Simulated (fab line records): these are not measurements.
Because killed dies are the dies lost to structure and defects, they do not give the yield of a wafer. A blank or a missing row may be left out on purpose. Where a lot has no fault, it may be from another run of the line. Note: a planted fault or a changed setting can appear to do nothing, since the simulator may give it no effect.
Matching of chambers | flow n5-finfet | N5_DUMMY_GATE_TRIM_49 on rie-si-06: 4 sister chambers
The step chemistry O2, time 29 s, target cd 14 nm. 4 wafers are shown with their chamber, then 8 later ones without.

== WAFERS WITH THEIR CHAMBER ==
wafer  | chamber | throttle-valve-pct (%)
L077.4 | 1       | 7.86
L080.3 | 0       | 8.16
L080.4 | 2       | 8.48
L087.3 | 3       | 8.33

== WAFERS WITHOUT THEIR CHAMBER ==
wafer  | throttle-valve-pct (%)
L087.4 | 7.85
L087.5 | 8.48
L088.1 | 7.86
L088.2 | 8.32
L088.5 | 8.32
L094.2 | 8.18
L094.3 | 8.48
L094.4 | 8.17

== EACH ONE'S CHAMBER ==
wafer  | from the rows above | in truth
L087.4 | 1                   | 1
L087.5 | 2                   | 2
L088.1 | 1                   | 1
L088.2 | 3                   | 3
L088.5 | 3                   | 3
L094.2 | 0                   | 0
L094.3 | 2                   | 2
L094.4 | 0                   | 0
Placed correctly: 8 of 8. Not placeable from these rows: 0. 0 placed wrongly.
How it was worked out, from the rows above alone: a wafer's distance from a chamber is the root of the sum, over the readings, of the square of ((its reading less the chamber's mean) divided by the reading's scatter). The wafer belongs to the nearest chamber; if the next one is less than 2 further off, it can't be placed. For every chamber, the mean is computed from those of its wafers that are shown. The scatter: with one shown wafer a chamber, the root of the mean of the squares of how far each hidden wafer lies from its nearest shown one.
